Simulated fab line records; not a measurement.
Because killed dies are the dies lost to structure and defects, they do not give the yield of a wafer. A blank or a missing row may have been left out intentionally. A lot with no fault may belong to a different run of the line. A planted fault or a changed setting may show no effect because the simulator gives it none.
fab line records	flow n5-finfet
record: lots: 24	wafers: 72	last-day: 18
route steps=1938 shown BEOL_M9@1468 BEOL_M10@1483
lots with no fault: from the same line, run without faults
start-h: hours from the record's first day to the start of the lot's first wafer shown	wait-h: hours elapsed since this lot's preceding step	" unchanged from the row above	L1.1+2: several wafers, shown together as one row	- value missing, or start not given	* or withheld: withheld	< > ~ a bound
route shown NAME@n: a module of which the file shows steps, and the number in the route of the first	usual: mean/standard deviation taken from wafers without a fault	same: alike in all rows	chamber/n: place in a boat	sites: per-site readings	_std_site: the standard deviation of these	_edge_site: inner sites' mean taken away from outer sites' mean	radius-mm: how far each site lies from the wafer's centre	mask NAME#n: copy n	behind: the tool/chamber that last shaped the wafer	hold: the reason the lot was held/the length of the hold in hours/how it ended	device: names the non-switching transistor (n, p or np)	end of line: tests of these same wafers at the route's end	a step given without rows: its recipe and nothing more	killed: count of dies lost to structure and defects at first sort (not the wafer's yield)	map: per-die view of a wafer (x killed, . not killed, _ where there is no die)
set.NAME: the run value of the setting; set.NAME@STEP: its run value at that earlier step	model.NAME: the simulator's own value behind a step, which no gauge read
route steps across a sampled set of lots; one table per step, one row per wafer
services: when a tool's chamber went out of use (start-h, in hours from the record's first day, below 0 if earlier), for how many hours, and the reason
== steps ==
step: N5_BEOL_M9_RS_MEAS_57
recipe: thk-meas-gauge: four-point-probe	reads: Cu_of_BEOL_M9_ECD_50+Co_of_BEOL_M9_CVD_78+TaN_of_BEOL_M9_ALD_74
usual: M9_RS: 0.149/0.0032
lot.wafer	tool	chamber	start-h	wait-h	M9_RS[ohm/sq]
L074.2	film-metro-01	-	207.63	0.1	0.150
L074.3	"	-	"	"	0.144
L074.6	"	-	"	"	0.148
L075.3	film-metro-01	-	216.62	0.1	0.145
L075.4	"	-	"	"	0.147
L075.5	"	-	"	"	0.148
L076.1	film-metro-01	-	219.34	0.1	0.146
L076.2	"	-	"	"	0.148
L076.5	"	-	"	"	0.147
L077.2	film-metro-01	-	235.49	0.1	0.148
L077.4	"	-	"	"	0.146
L077.5	"	-	"	"	0.148
L079.2	film-metro-01	-	242.65	0.1	0.149
L079.3	"	-	"	"	0.147
L079.4	"	-	"	"	0.149
L078.2	film-metro-01	-	242.70	0.1	0.150
L078.5	"	-	"	"	0.152
L078.6	"	-	"	"	0.148
L082.1	film-metro-02	-	245.10	0.1	0.146
L082.2	"	-	"	"	0.151
L082.4	"	-	"	"	0.147
L080.1	film-metro-02	-	251.50	0.1	0.152
L080.2	"	-	"	"	0.148
L080.6	"	-	"	"	0.154
L081.2	film-metro-02	-	260.97	0.1	0.148
L081.3	"	-	"	"	0.147
L081.4	"	-	"	"	0.148
L083.1	film-metro-02	-	261.59	0.1	0.149
L083.2	"	-	"	"	0.155
L083.5	"	-	"	"	0.148
L084.1	film-metro-01	-	277.77	0.1	0.150
L084.3	"	-	"	"	0.148
L084.5	"	-	"	"	0.150
L085.3	film-metro-01	-	279.14	0.1	0.148
L085.5	"	-	"	"	0.147
L085.6	"	-	"	"	0.148
L086.1	film-metro-01	-	297.00	0.1	0.148
L086.4	"	-	"	"	0.148
L086.5	"	-	"	"	0.151
L087.1	film-metro-01	-	299.38	0.1	0.158
L087.5	"	-	"	"	0.153
L087.6	"	-	"	"	0.158
L088.1	film-metro-01	-	299.53	0.1	0.149
L088.2	"	-	"	"	0.148
L088.4	"	-	"	"	0.149
L089.2	film-metro-02	-	301.34	0.1	0.154
L089.4	"	-	"	"	0.148
L089.5	"	-	"	"	0.153
L090.1	film-metro-01	-	306.72	0.1	0.149
L090.4	"	-	"	"	0.147
L090.6	"	-	"	"	0.147
L091.1	film-metro-01	-	308.52	0.1	0.146
L091.2	"	-	"	"	0.147
L091.4	"	-	"	"	0.149
L092.3	film-metro-01	-	325.97	0.1	0.159
L092.5	"	-	"	"	0.157
L092.6	"	-	"	"	0.152
L093.4	film-metro-02	-	330.61	0.0	0.150
L093.5	"	-	"	"	0.148
L093.6	"	-	"	"	0.147
L095.1	film-metro-01	-	347.55	0.1	0.150
L095.3	"	-	"	"	0.149
L095.6	"	-	"	"	0.152
L094.2	film-metro-02	-	347.82	0.1	0.147
L094.4	"	-	"	"	0.151
L094.5	"	-	"	"	0.145
L096.1	film-metro-02	-	351.13	0.1	0.147
L096.2	"	-	"	"	0.147
L096.4	"	-	"	"	0.147
L097.1	film-metro-02	-	369.79	0.1	0.156
L097.4	"	-	"	"	0.145
L097.6	"	-	"	"	0.155
step: N5_BEOL_M10_CD_MEAS_11
recipe: target-cd-nm: 64.1	landing-energy-ev: 500	detector: se-inlens	polarity: opening
usual: cd-nm: 64.1/0.56
lot.wafer	tool	chamber	start-h	wait-h	cd-nm
L074.2	cd-sem-02	0	209.58	-	64.8
L074.3	"	0	"	"	63.9
L074.6	"	0	"	"	64.7
L075.3	cd-sem-03	0	219.83	-	64.2
L075.4	"	0	"	"	63.4
L075.5	"	0	"	"	63.8
L076.1	cd-sem-01	0	220.98	-	63.8
L076.2	"	0	"	"	63.3
L076.5	"	0	"	"	64.0
L077.2	cd-sem-03	0	240.12	-	64.2
L077.4	"	0	"	"	63.8
L077.5	"	0	"	"	64.5
L079.2	cd-sem-03	0	244.79	-	63.3
L079.3	"	0	"	"	62.6
L079.4	"	0	"	"	62.7
L078.2	cd-sem-03	0	244.87	-	64.5
L078.5	"	0	"	"	63.8
L078.6	"	0	"	"	64.4
L082.1	cd-sem-01	0	247.72	-	64.5
L082.2	"	0	"	"	64.3
L082.4	"	0	"	"	65.1
L080.1	cd-sem-03	0	252.74	-	65.0
L080.2	"	0	"	"	64.3
L080.6	"	0	"	"	65.4
L081.2	cd-sem-03	0	265.37	-	64.6
L081.3	"	0	"	"	64.3
L081.4	"	0	"	"	65.0
L083.1	cd-sem-02	0	265.60	-	64.3
L083.2	"	0	"	"	64.9
L083.5	"	0	"	"	63.3
L084.1	cd-sem-01	0	279.77	-	64.5
L084.3	"	0	"	"	63.7
L084.5	"	0	"	"	64.2
L085.3	cd-sem-03	0	281.44	-	65.5
L085.5	"	0	"	"	64.8
L085.6	"	0	"	"	64.0
L086.1	cd-sem-03	0	298.56	-	64.4
L086.4	"	0	"	"	64.3
L086.5	"	0	"	"	64.7
L087.1	cd-sem-01	0	302.01	-	63.7
L087.5	"	0	"	"	63.8
L087.6	"	0	"	"	63.6
L088.1	cd-sem-01	0	302.18	-	64.0
L088.2	"	0	"	"	64.6
L088.4	"	0	"	"	64.6
L089.2	cd-sem-01	0	302.69	-	64.9
L089.4	"	0	"	"	64.6
L089.5	"	0	"	"	64.7
L090.1	cd-sem-03	0	310.02	-	64.3
L090.4	"	0	"	"	64.8
L090.6	"	0	"	"	64.3
L091.1	cd-sem-03	0	310.44	-	64.0
L091.2	"	0	"	"	64.2
L091.4	"	0	"	"	63.8
L092.3	cd-sem-02	0	327.90	-	64.0
L092.5	"	0	"	"	63.9
L092.6	"	0	"	"	63.2
L093.4	cd-sem-01	0	333.78	-	64.2
L093.5	"	0	"	"	63.7
L093.6	"	0	"	"	64.0
L095.1	cd-sem-03	0	350.63	-	63.7
L095.3	"	0	"	"	63.1
L095.6	"	0	"	"	63.4
L094.2	cd-sem-02	0	350.97	-	64.1
L094.4	"	0	"	"	64.1
L094.5	"	0	"	"	63.7
L096.1	cd-sem-03	0	354.10	-	64.4
L096.2	"	0	"	"	63.9
L096.4	"	0	"	"	63.9
L097.1	cd-sem-03	0	372.36	-	64.4
L097.4	"	0	"	"	64.1
L097.6	"	0	"	"	64.3
step: N5_BEOL_M10_OVL_MEAS_29
recipe: points-per-wafer: 44
usual: V9_OVL: -0.1/0.85
lot.wafer	tool	chamber	start-h	wait-h	V9_OVL[nm]
L074.2	overlay-02	0	213.89	0.0	-1.0
L074.3	"	0	"	"	0.4
L074.6	"	0	"	"	-0.1
L075.3	overlay-01	0	222.18	0.0	-0.6
L075.4	"	0	"	"	-2.6
L075.5	"	0	"	"	-1.4
L076.1	overlay-01	0	222.35	0.0	0.6
L076.2	"	0	"	"	1.0
L076.5	"	0	"	"	-0.4
L077.2	overlay-02	0	241.27	0.0	-1.0
L077.4	"	0	"	"	-0.4
L077.5	"	0	"	"	-1.5
L078.2	overlay-02	0	248.51	0.0	0.4
L078.5	"	0	"	"	1.0
L078.6	"	0	"	"	0.2
L079.2	overlay-01	0	248.67	0.0	-1.4
L079.3	"	0	"	"	-1.6
L079.4	"	0	"	"	-0.8
L082.1	overlay-02	0	248.99	0.0	0.6
L082.2	"	0	"	"	-0.4
L082.4	"	0	"	"	0.3
L080.1	overlay-02	0	255.89	0.0	-1.1
L080.2	"	0	"	"	1.0
L080.6	"	0	"	"	0.5
L081.2	overlay-02	0	266.64	0.0	0.0
L081.3	"	0	"	"	0.8
L081.4	"	0	"	"	0.7
L083.1	overlay-02	0	266.68	0.0	0.2
L083.2	"	0	"	"	-0.2
L083.5	"	0	"	"	0.0
L084.1	overlay-01	0	282.71	0.0	-0.8
L084.3	"	0	"	"	-0.5
L084.5	"	0	"	"	-0.4
L085.3	overlay-01	0	282.88	0.0	-1.0
L085.5	"	0	"	"	-1.3
L085.6	"	0	"	"	-0.5
L086.1	overlay-01	0	301.06	0.0	1.0
L086.4	"	0	"	"	0.7
L086.5	"	0	"	"	1.5
L087.1	overlay-01	0	303.88	0.0	0.9
L087.5	"	0	"	"	0.8
L087.6	"	0	"	"	0.9
L088.1	overlay-01	0	304.07	0.0	-0.5
L088.2	"	0	"	"	-0.6
L088.4	"	0	"	"	-1.8
L089.2	overlay-02	0	304.24	0.0	-0.8
L089.4	"	0	"	"	-0.8
L089.5	"	0	"	"	0.1
L091.1	overlay-02	0	312.29	0.0	0.2
L091.2	"	0	"	"	1.7
L091.4	"	0	"	"	0.1
L090.1	overlay-01	0	312.46	0.0	0.7
L090.4	"	0	"	"	1.1
L090.6	"	0	"	"	1.5
L092.3	overlay-02	0	328.75	0.0	-0.5
L092.5	"	0	"	"	-0.8
L092.6	"	0	"	"	-0.3
L093.4	overlay-01	0	336.36	0.0	0.2
L093.5	"	0	"	"	0.9
L093.6	"	0	"	"	0.3
L095.1	overlay-01	0	353.21	0.0	-1.0
L095.3	"	0	"	"	-1.2
L095.6	"	0	"	"	-1.0
L094.2	overlay-02	0	353.38	0.0	-1.2
L094.4	"	0	"	"	0.5
L094.5	"	0	"	"	-0.2
L096.1	overlay-02	0	356.82	0.0	0.7
L096.2	"	0	"	"	0.7
L096.4	"	0	"	"	-0.3
L097.1	overlay-01	0	375.59	0.0	-0.2
L097.4	"	0	"	"	0.5
L097.6	"	0	"	"	-0.8
step: N5_BEOL_M10_ETCH_65
recipe: chemistry: CF4	target: SiARC	target-depth-a: 390	mask-material: CAR-ArF	time-s: 65	ion-energy-ev: 80	pressure-mtorr: 40	source-w: 545	bias-w: 36	Ar_flow_sccm: 100	cf4-flow-sccm: 100	ends: cleared
usual: drypump-motor-current-A: 5.7/0.46	etch-rf-on-time-s: 64.6/1.5	oes-product-au: 0.68/0.067	rf-vpp-V: 184.1/1	showerhead-plenum-p-Torr: 2.15/0.054	throttle-valve-pct: 15.69/0.18
lot.wafer	tool	chamber	start-h	wait-h	drypump-motor-current-A	etch-rf-on-time-s	oes-product-au	rf-hours-counter-h	rf-vpp-V	showerhead-plenum-p-Torr	throttle-valve-pct
L074.2	rie-diel-05	3	213.98	0.0	6.3	65.2	0.66	133	183.2	2.16	15.74
L074.3	"	1	"	"	5.7	66.3	0.62	189	182.6	2.14	15.78
L074.6	"	2	"	"	5.3	64.8	0.71	-	185.3	2.16	15.55
L075.3	rie-diel-01	0	222.27	0.0	5.1	63.8	0.64	139	183.7	2.14	15.63
L075.4	"	3	"	"	6.1	64.9	0.72	-	184.3	2.18	15.35
L075.5	"	2	"	"	5.2	66.4	0.64	-	181.2	2.05	15.93
L076.1	rie-diel-02	2	223.07	0.0	6.3	64.8	0.73	37	186.4	2.27	15.44
L076.2	"	0	"	"	5.8	65.9	0.71	67	183.4	2.18	15.65
L076.5	"	2	"	"	6.3	65.1	0.73	-	186.6	2.27	15.45
L077.2	rie-diel-05	0	241.47	0.0	5.9	65.9	0.66	126	184.1	2.16	15.85
L077.4	"	3	"	"	6.3	64.9	0.65	143	184.6	2.16	15.77
L077.5	"	2	"	"	5.3	65.0	0.70	-	184.0	2.16	15.55
L078.2	rie-diel-02	3	248.70	0.0	5.4	62.8	0.62	191	185.1	2.13	15.86
L078.5	"	3	"	"	5.4	62.7	0.62	-	185.4	2.13	15.86
L078.6	"	2	"	"	6.4	64.8	0.72	-	184.6	2.26	15.47
L079.2	rie-diel-01	2	249.02	0.0	5.2	66.0	0.63	187	182.3	2.05	15.93
L079.3	"	0	"	"	5.1	64.3	0.64	151	183.2	2.14	15.66
L079.4	"	1	"	"	5.3	61.7	0.86	3	185.7	2.19	15.49
L082.1	rie-diel-05	2	249.29	0.0	5.3	64.6	0.71	84	183.3	2.16	15.54
L082.2	"	1	"	"	5.7	66.5	0.62	202	183.1	2.13	15.82
L082.4	"	3	"	"	6.3	65.1	0.65	145	184.7	2.15	15.79
L080.1	rie-diel-01	2	255.98	0.0	5.2	65.4	0.63	190	182.9	2.05	15.95
L080.2	"	1	"	"	5.3	61.9	0.84	5	184.6	2.19	15.51
L080.6	"	2	"	"	5.3	66.0	0.63	-	182.7	2.05	15.94
L081.2	rie-diel-02	1	266.73	0.0	6.3	62.7	0.83	1	183.6	2.11	15.51
L081.3	"	0	"	"	5.9	66.2	0.69	83	182.7	2.18	15.66
L081.4	"	3	"	"	5.4	63.4	0.61	198	183.8	2.12	15.88
L083.1	rie-diel-01	3	266.77	0.0	6.1	65.0	0.71	87	184.2	2.17	15.38
L083.2	"	0	"	"	5.1	64.4	0.63	157	184.2	2.13	15.65
L083.5	"	1	"	"	5.3	62.3	0.82	-	184.6	2.19	15.51
L084.1	rie-diel-02	1	282.81	0.0	6.3	62.7	0.81	7	183.8	2.11	15.53
L084.3	"	3	"	"	5.4	63.6	0.61	203	183.5	2.12	15.88
L084.5	"	1	"	"	6.3	62.8	0.80	-	182.4	2.11	15.52
L085.3	rie-diel-02	0	283.27	0.0	5.9	66.5	0.69	86	185.3	2.17	15.66
L085.5	"	1	"	"	6.3	63.2	0.80	-	183.3	2.11	15.52
L085.6	"	2	"	"	6.3	65.2	0.70	-	183.8	2.26	15.49
L086.1	rie-diel-02	0	301.24	0.0	5.9	66.2	0.69	92	183.3	2.17	15.70
L086.4	"	3	"	"	5.4	63.5	0.60	210	183.8	2.12	15.91
L086.5	"	0	"	"	5.9	66.4	0.68	-	182.2	2.17	15.69
L087.1	rie-diel-01	2	303.98	0.0	5.2	67.5	0.61	208	182.8	2.04	16.00
L087.5	"	2	"	"	5.2	66.8	0.62	-	182.0	2.04	16.00
L087.6	"	1	"	"	5.3	62.6	0.79	-	185.2	2.19	15.54
L088.1	rie-diel-02	3	304.16	0.0	5.4	63.6	0.60	211	184.6	2.12	15.89
L088.2	"	2	"	"	6.3	65.7	0.69	67	185.1	2.26	15.51
L088.4	"	1	"	"	6.3	63.1	0.78	14	183.6	2.11	15.53
L089.2	rie-diel-02	2	304.66	0.0	6.3	65.2	0.69	68	184.9	2.26	15.53
L089.4	"	1	"	"	6.3	62.2	0.79	14	183.2	2.11	15.54
L089.5	"	3	"	"	5.4	63.2	0.60	-	184.7	2.12	15.90
L091.1	rie-diel-05	2	312.38	0.0	5.3	65.5	0.68	104	184.5	2.15	15.60
L091.2	"	1	"	"	5.7	67.0	0.60	221	183.0	2.13	15.85
L091.4	"	0	"	"	5.9	66.3	0.65	149	185.2	2.15	15.91
L090.1	rie-diel-05	1	312.85	0.0	5.7	65.5	0.61	221	186.2	2.13	15.85
L090.4	"	0	"	"	5.9	65.1	0.65	149	184.4	2.15	15.88
L090.6	"	2	"	"	5.3	64.1	0.68	-	185.1	2.15	15.59
L092.3	rie-diel-01	3	328.87	0.0	6.1	65.6	0.68	109	183.5	2.16	15.43
L092.5	"	1	"	"	5.3	62.3	0.77	-	185.0	2.18	15.54
L092.6	"	0	"	"	5.1	64.5	0.61	-	183.8	2.13	15.71
L093.4	rie-diel-05	0	336.79	0.0	5.9	66.7	0.63	157	184.0	2.15	15.90
L093.5	"	2	"	"	5.3	65.9	0.67	-	183.1	2.15	15.61
L093.6	"	3	"	"	6.3	66.4	0.63	-	184.7	2.14	15.84
L095.1	rie-diel-02	2	353.40	0.0	6.3	64.2	0.67	83	184.5	2.25	15.54
L095.3	"	3	"	"	5.4	62.4	0.60	228	182.7	2.11	15.95
L095.6	"	3	"	"	5.4	63.0	0.60	-	183.1	2.11	15.92
L094.2	rie-diel-02	3	354.46	0.0	5.4	62.6	0.59	229	184.8	2.11	15.95
L094.4	"	2	"	"	6.3	64.0	0.68	84	185.6	2.25	15.54
L094.5	"	3	"	"	5.4	62.5	0.60	-	182.1	2.11	15.94
L096.1	rie-diel-01	0	357.60	0.0	5.1	65.0	0.61	190	184.2	2.12	15.73
L096.2	"	2	"	"	5.3	66.5	0.60	225	183.1	2.04	16.02
L096.4	"	3	"	"	6.1	66.3	0.67	120	184.9	2.16	15.46
L097.1	rie-diel-01	1	375.68	0.0	5.3	62.4	0.75	51	184.2	2.18	15.59
L097.4	"	3	"	"	6.1	65.1	0.67	128	184.5	2.16	15.48
L097.6	"	2	"	"	5.3	66.2	0.60	-	182.6	2.03	16.01
step: N5_BEOL_M10_TRENCH_ETCH_37
recipe: chemistry: C4F6/O2	target-depth-a: 1488.3	target: SiCOH_lowk	time-s: 48	ion-energy-ev: 250	pressure-mtorr: 30	source-w: 345	bias-w: 185	Ar_flow_sccm: 300	C4F6_flow_sccm: 10	O2_flow_sccm: 10
usual: drypump-motor-current-A: 5.7/0.46	oes-product-au: 0.79/0.078	rf-vpp-V: 666/10	showerhead-plenum-p-Torr: 2.86/0.074	throttle-valve-pct: 21.05/0.14
lot.wafer	tool	chamber	start-h	wait-h	drypump-motor-current-A	oes-product-au	rf-hours-counter-h	rf-vpp-V	showerhead-plenum-p-Torr	throttle-valve-pct
L074.2	rie-diel-05	3	-	-	6.3	0.77	133	666	2.85	20.97
L074.3	"	1	"	"	5.7	0.74	189	680	2.85	21.14
L074.6	"	2	"	"	5.3	0.85	-	673	2.89	20.94
L075.3	rie-diel-01	0	-	-	5.1	0.74	139	682	2.85	20.98
L075.4	"	3	"	"	6.1	0.85	-	672	2.91	20.83
L075.5	"	2	"	"	5.3	0.76	-	668	2.74	21.35
L076.1	rie-diel-02	2	-	-	6.3	0.86	37	665	3.02	20.89
L076.2	"	0	"	"	5.9	0.84	68	675	2.91	21.05
L076.5	"	2	"	"	6.3	0.86	-	665	3.02	20.91
L077.2	rie-diel-05	0	-	-	5.9	0.78	126	680	2.85	21.12
L077.4	"	3	"	"	6.3	0.76	144	669	2.85	20.96
L077.5	"	2	"	"	5.3	0.83	-	672	2.88	20.95
L078.2	rie-diel-02	3	-	-	5.4	0.71	191	650	2.82	21.11
L078.5	"	3	"	"	5.4	0.72	-	650	2.82	21.12
L078.6	"	2	"	"	6.3	0.83	-	664	3.02	20.91
L079.2	rie-diel-01	2	-	-	5.2	0.74	187	668	2.74	21.37
L079.3	"	0	"	"	5.1	0.74	151	680	2.85	20.98
L079.4	"	1	"	"	5.3	0.99	3	656	2.93	20.95
L082.1	rie-diel-05	2	-	-	5.3	0.83	84	673	2.88	20.96
L082.2	"	1	"	"	5.7	0.72	202	679	2.84	21.16
L082.4	"	3	"	"	6.3	0.76	146	667	2.85	20.97
L080.1	rie-diel-01	2	-	-	5.3	0.74	190	667	2.74	21.36
L080.2	"	1	"	"	5.3	0.98	5	657	2.93	20.94
L080.6	"	2	"	"	5.3	0.75	-	666	2.74	21.36
L081.2	rie-diel-02	1	-	-	6.3	0.98	1	652	2.81	20.91
L081.3	"	0	"	"	5.9	0.81	84	674	2.90	21.10
L081.4	"	3	"	"	5.4	0.70	198	649	2.81	21.13
L083.1	rie-diel-01	3	-	-	6.1	0.83	87	672	2.90	20.87
L083.2	"	0	"	"	5.1	0.73	158	680	2.84	21.02
L083.5	"	1	"	"	5.3	0.96	-	657	2.92	20.95
L084.1	rie-diel-02	1	-	-	6.3	0.94	7	652	2.80	20.92
L084.3	"	3	"	"	5.4	0.70	204	651	2.81	21.15
L084.5	"	1	"	"	6.3	0.94	-	653	2.80	20.93
L085.3	rie-diel-02	0	-	-	5.9	0.81	87	674	2.90	21.12
L085.5	"	1	"	"	6.3	0.93	-	653	2.80	20.93
L085.6	"	2	"	"	6.3	0.82	-	665	3.01	20.93
L086.1	rie-diel-02	0	-	-	5.9	0.81	92	673	2.90	21.11
L086.4	"	3	"	"	5.4	0.70	210	649	2.81	21.16
L086.5	"	0	"	"	5.9	0.80	-	675	2.90	21.12
L087.1	rie-diel-01	2	-	-	5.3	0.72	208	666	2.73	21.40
L087.5	"	2	"	"	5.2	0.73	-	667	2.73	21.38
L087.6	"	1	"	"	5.3	0.92	-	658	2.92	20.98
L088.1	rie-diel-02	3	-	-	5.4	0.70	211	650	2.81	21.14
L088.2	"	2	"	"	6.3	0.80	68	665	3.01	20.94
L088.4	"	1	"	"	6.3	0.89	14	653	2.80	20.93
L089.2	rie-diel-02	2	-	-	6.3	0.80	68	664	3.01	20.94
L089.4	"	1	"	"	6.3	0.93	14	653	2.80	20.92
L089.5	"	3	"	"	5.4	0.70	-	650	2.81	21.14
L091.1	rie-diel-05	2	-	-	5.3	0.81	104	672	2.87	20.99
L091.2	"	1	"	"	5.7	0.70	221	679	2.83	21.17
L091.4	"	0	"	"	5.9	0.75	149	680	2.84	21.14
L090.1	rie-diel-05	1	-	-	5.7	0.71	221	678	2.83	21.19
L090.4	"	0	"	"	5.9	0.76	149	679	2.84	21.15
L090.6	"	2	"	"	5.3	0.80	-	672	2.87	20.98
L092.3	rie-diel-01	3	-	-	6.1	0.80	109	673	2.89	20.89
L092.5	"	1	"	"	5.3	0.91	-	657	2.91	20.99
L092.6	"	0	"	"	5.1	0.72	-	680	2.83	21.04
L093.4	rie-diel-05	0	-	-	5.9	0.75	157	680	2.83	21.17
L093.5	"	2	"	"	5.3	0.80	-	674	2.87	20.98
L093.6	"	3	"	"	6.3	0.74	-	666	2.83	21.02
L095.1	rie-diel-02	2	-	-	6.3	0.79	83	664	3.00	20.97
L095.3	"	3	"	"	5.4	0.68	228	649	2.80	21.16
L095.6	"	3	"	"	5.4	0.69	-	650	2.80	21.16
L094.2	rie-diel-02	3	-	-	5.4	0.68	229	650	2.80	21.18
L094.4	"	2	"	"	6.3	0.80	84	664	3.00	20.98
L094.5	"	3	"	"	5.4	0.68	-	650	2.80	21.18
L096.1	rie-diel-01	0	-	-	5.2	0.71	190	679	2.83	21.04
L096.2	"	2	"	"	5.3	0.72	225	666	2.72	21.40
L096.4	"	3	"	"	6.1	0.80	120	674	2.89	20.91
L097.1	rie-diel-01	1	-	-	5.3	0.89	51	656	2.90	21.02
L097.4	"	3	"	"	6.1	0.79	128	672	2.88	20.90
L097.6	"	2	"	"	5.2	0.71	-	666	2.72	21.42
step: N5_BEOL_M10_STRIP_77
recipe: chemistry: N2/H2	time-s: 10	power-w: 450	temp-c: 40	pressure-mtorr: 20	rf-frequency-hz: 6e+07	bias-power-w: 7	n2-flow-sccm: 200	h2-flow-sccm: 200
usual: drypump-motor-current-A: 5.7/0.46	oes-product-au: 0.80/0.077	rf-vpp-V: 59.2/0.83	showerhead-plenum-p-Torr: 2.55/0.068	throttle-valve-pct: 23.7/0.3
lot.wafer	tool	chamber	start-h	wait-h	drypump-motor-current-A	oes-product-au	rf-hours-counter-h	rf-vpp-V	showerhead-plenum-p-Torr	throttle-valve-pct
L074.2	rie-diel-05	3	-	-	6.3	0.79	133	61.2	2.56	23.6
L074.3	"	1	"	"	5.7	0.74	189	58.3	2.51	23.5
L074.6	"	2	"	"	5.3	0.86	-	58.7	2.56	23.4
L075.3	rie-diel-01	0	-	-	5.1	0.76	139	59.5	2.54	23.6
L075.4	"	3	"	"	6.1	0.87	-	59.5	2.58	23.8
L075.5	"	2	"	"	5.2	0.75	-	58.6	2.43	24.0
L076.1	rie-diel-02	2	-	-	6.3	0.86	37	59.9	2.71	23.8
L076.2	"	0	"	"	5.9	0.85	68	59.0	2.57	23.5
L076.5	"	2	"	"	6.3	0.86	-	59.3	2.71	23.7
L077.2	rie-diel-05	0	-	-	5.9	0.76	126	59.8	2.55	24.2
L077.4	"	3	"	"	6.3	0.78	144	59.4	2.55	23.6
L077.5	"	2	"	"	5.3	0.83	-	59.6	2.56	23.5
L078.2	rie-diel-02	3	-	-	5.4	0.72	191	58.8	2.53	24.2
L078.5	"	3	"	"	5.4	0.72	-	59.9	2.53	24.2
L078.6	"	2	"	"	6.3	0.85	-	59.4	2.70	23.8
L079.2	rie-diel-01	2	-	-	5.3	0.74	187	59.7	2.43	24.0
L079.3	"	0	"	"	5.1	0.75	151	57.6	2.54	23.6
L079.4	"	1	"	"	5.3	0.99	3	59.8	2.59	23.2
L082.1	rie-diel-05	2	-	-	5.3	0.83	84	58.5	2.56	23.4
L082.2	"	1	"	"	5.7	0.72	202	58.5	2.50	23.5
L082.4	"	3	"	"	6.4	0.77	146	58.7	2.55	23.6
L080.1	rie-diel-01	2	-	-	5.3	0.74	190	59.0	2.43	24.0
L080.2	"	1	"	"	5.3	0.96	6	60.3	2.59	23.2
L080.6	"	2	"	"	5.3	0.74	-	58.6	2.43	24.0
L081.2	rie-diel-02	1	-	-	6.3	0.97	1	58.6	2.50	23.5
L081.3	"	0	"	"	5.9	0.83	84	58.8	2.56	23.5
L081.4	"	3	"	"	5.4	0.70	198	59.8	2.53	24.2
L083.1	rie-diel-01	3	-	-	6.1	0.85	87	58.8	2.57	23.8
L083.2	"	0	"	"	5.1	0.74	158	58.2	2.54	23.6
L083.5	"	1	"	"	5.3	0.95	-	58.4	2.58	23.2
L084.1	rie-diel-02	1	-	-	6.3	0.93	7	58.0	2.49	23.5
L084.3	"	3	"	"	5.4	0.70	204	57.7	2.52	24.2
L084.5	"	1	"	"	6.3	0.92	-	59.6	2.49	23.5
L085.3	rie-diel-02	0	-	-	5.9	0.82	87	59.5	2.56	23.5
L085.5	"	1	"	"	6.3	0.93	-	57.9	2.49	23.5
L085.6	"	2	"	"	6.4	0.82	-	57.9	2.70	23.8
L086.1	rie-diel-02	0	-	-	5.9	0.81	92	58.8	2.56	23.5
L086.4	"	3	"	"	5.4	0.70	210	58.5	2.52	24.2
L086.5	"	0	"	"	5.9	0.81	-	58.4	2.56	23.5
L087.1	rie-diel-01	2	-	-	5.2	0.72	208	59.6	2.42	24.0
L087.5	"	2	"	"	5.2	0.72	-	57.5	2.42	24.0
L087.6	"	1	"	"	5.3	0.92	-	60.2	2.58	23.3
L088.1	rie-diel-02	3	-	-	5.4	0.70	211	57.6	2.52	24.2
L088.2	"	2	"	"	6.3	0.82	68	58.9	2.70	23.8
L088.4	"	1	"	"	6.3	0.91	14	59.8	2.49	23.5
L089.2	rie-diel-02	2	-	-	6.3	0.80	68	59.2	2.70	23.8
L089.4	"	1	"	"	6.3	0.90	14	59.4	2.49	23.5
L089.5	"	3	"	"	5.4	0.70	-	59.2	2.52	24.2
L091.1	rie-diel-05	2	-	-	5.3	0.82	104	60.7	2.55	23.5
L091.2	"	1	"	"	5.7	0.70	221	60.5	2.50	23.5
L091.4	"	0	"	"	5.9	0.75	149	59.9	2.55	24.2
L090.1	rie-diel-05	1	-	-	5.7	0.71	221	58.5	2.50	23.5
L090.4	"	0	"	"	5.9	0.76	149	59.1	2.54	24.3
L090.6	"	2	"	"	5.3	0.81	-	58.0	2.55	23.5
L092.3	rie-diel-01	3	-	-	6.1	0.81	109	60.6	2.56	23.8
L092.5	"	1	"	"	5.3	0.91	-	59.3	2.57	23.3
L092.6	"	0	"	"	5.1	0.73	-	58.0	2.53	23.7
L093.4	rie-diel-05	0	-	-	5.9	0.74	157	58.9	2.54	24.3
L093.5	"	2	"	"	5.3	0.80	-	58.4	2.55	23.5
L093.6	"	3	"	"	6.3	0.74	-	58.8	2.54	23.6
L095.1	rie-diel-02	2	-	-	6.3	0.80	83	60.4	2.69	23.8
L095.3	"	3	"	"	5.4	0.68	228	59.0	2.51	24.2
L095.6	"	3	"	"	5.4	0.69	-	60.7	2.51	24.2
L094.2	rie-diel-02	3	-	-	5.4	0.68	229	60.3	2.51	24.2
L094.4	"	2	"	"	6.3	0.80	84	60.5	2.69	23.8
L094.5	"	3	"	"	5.4	0.68	-	59.9	2.51	24.3
L096.1	rie-diel-01	0	-	-	5.1	0.72	190	59.8	2.52	23.7
L096.2	"	2	"	"	5.3	0.72	225	59.1	2.41	24.1
L096.4	"	3	"	"	6.1	0.81	120	58.6	2.56	23.8
L097.1	rie-diel-01	1	-	-	5.3	0.87	51	60.6	2.57	23.3
L097.4	"	3	"	"	6.1	0.80	128	59.9	2.56	23.8
L097.6	"	2	"	"	5.2	0.71	-	60.1	2.41	24.0
== services ==
tool	chamber	start-h	hours	kind
rie-diel-02	1	215.45	4.4	repair
rie-diel-01	1	220.56	-	clean
rie-diel-01	1	220.56	-	consumable-replace:focus-ring
rie-diel-01	1	220.56	19.1	scheduled-down
rie-diel-01	1	220.56	19.1	vent-cycle
rie-diel-01	-	223.56	0.1	repair
rie-diel-02	1	250.21	-	clean
rie-diel-02	1	250.21	-	consumable-replace:focus-ring
rie-diel-02	1	250.21	13.8	scheduled-down
rie-diel-02	1	250.21	13.8	vent-cycle
rie-diel-02	-	274.83	1.4	repair
rie-diel-05	-	348.85	15.6	pm
rie-diel-01	2	353.33	4.1	repair
== key ==
fault none
